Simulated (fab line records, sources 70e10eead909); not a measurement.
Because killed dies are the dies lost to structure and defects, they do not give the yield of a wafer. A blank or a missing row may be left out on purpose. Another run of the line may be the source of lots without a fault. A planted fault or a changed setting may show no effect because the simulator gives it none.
8D (eight disciplines) problem report, filled in by code    flow nandHarc    the parts of the form that need people (team, actions taken, sign-off) are left out

1. WHAT WENT WRONG
Wafers without a fault read 65.4 s with a standard deviation of 0.56, while runLengthS at NHARC_P_M1_ETCH_35 averages 55.0 s across 2 wafers of 1 lot. That is -19 standard deviations from the usual mean.
The step: etches the open film in N2/H2, target depth 40 nm, overetch 12 nm, time 43.94 s.
First seen on wafer L810.3, day 8 18:50, on rieDiel-05. The record holds 33 wafers of 11 lots with a number at this step. The rule behind "out" and "out of limits": a value lying over 4 standard deviations away from the usual mean. The rest of the wafers with a number are treated as sound.

2. WHAT THIS IS AND IS NOT
question                     is                is not
which readings at this step  runLengthS        drypumpMotorCurrentA, n2FlowSccm, oesProductAu, rfVppV, showerheadPlenumPTorr, throttleValvePct
which lots                   L810              L805, L808, L811, L816, L818, L819, L820, L822, L823, L825
which wafers of those lots   L810.3, L810.5    L810.6
read on which tools          rieDiel-05        rieDiel-11
when                         from day 8 18:50  up to then (7 sound wafers); but 24 sound wafers of L811, L816, L818, L819, L820, L822, L823, L825 came after

3. THE SUSPECTS, EACH WITH WHAT RULES IT OUT
Counting: a tool at a process step up to the reading stays a suspect if it ran every lot that is out. Sound lots after the first of them don't rule it out here, since some wafers of a struck lot are sound.
- rieDiel-08 at NHARC_P_M0_ETCH_34 (etches the open film in N2/H2, target depth 40 nm, overetch 12 nm, time 43.94 s): kept. It ran the lot that is out, L810 (day 8 14:49); its last sound lot up to then is L805 (day 6 04:38).
- pecvd-01 at NHARC_P_M0_DEP_32 (deposits SiCN, target thk 30 nm): kept. It ran the lot that is out, L810 (day 8 17:29).
- rieDiel-05 at NHARC_P_M1_ETCH_35 (etches the open film in N2/H2, target depth 40 nm, overetch 12 nm, time 43.94 s): kept. It ran the lot that is out, L810 (day 8 18:50); its last sound lot up to then is L808 (day 7 19:47). On those wafers its own readings are out: runLengthS.
- Within rieDiel-08 at NHARC_P_M0_ETCH_34: the wafers that are out ran in chambers 1, 3; their sound lot-mates ran in chamber 0.
- Within pecvd-01 at NHARC_P_M0_DEP_32: the wafers that are out ran in chamber 2; their sound lot-mates ran in chamber 0.
- Within rieDiel-05 at NHARC_P_M1_ETCH_35: the wafers that are out ran in chamber 0; their sound lot-mates ran in chamber 3.
The count leaves rieDiel-08 at NHARC_P_M0_ETCH_34, pecvd-01 at NHARC_P_M0_DEP_32, and rieDiel-05 at NHARC_P_M1_ETCH_35.

4. THE CAUSE (what the simulator had put in)
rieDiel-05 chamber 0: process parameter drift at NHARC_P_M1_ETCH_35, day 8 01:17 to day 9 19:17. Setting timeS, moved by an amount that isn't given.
Of the 3 suspects that counting leaves, this tool is one.

5. THE CHAIN OF EFFECTS, in route order
Rows list readings where the struck wafers' mean (over those with a number) sits beyond 3 standard deviations from the usual. Only readings for which the record gives a usual standard deviation are gone through. hours: the time from each lot's start at the first step in this table that gives one to its start at this step, as a median over the lots. sigmas: the change in usual standard deviations.
hours  step                reading     usual   on struck wafers  change  sigmas
0      NHARC_P_M1_ETCH_35  runLengthS  65.4 s  55.0              -10.4   -19
Here are the process steps it includes:
- NHARC_P_M1_ETCH_35: etches the open film in N2/H2, target depth 40 nm, overetch 12 nm, time 43.94 s.

6. WHAT WOULD HAVE CAUGHT IT SOONER
First out-of-limits reading in this record: day 8 18:50, which is 18 hours after fault onset at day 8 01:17.
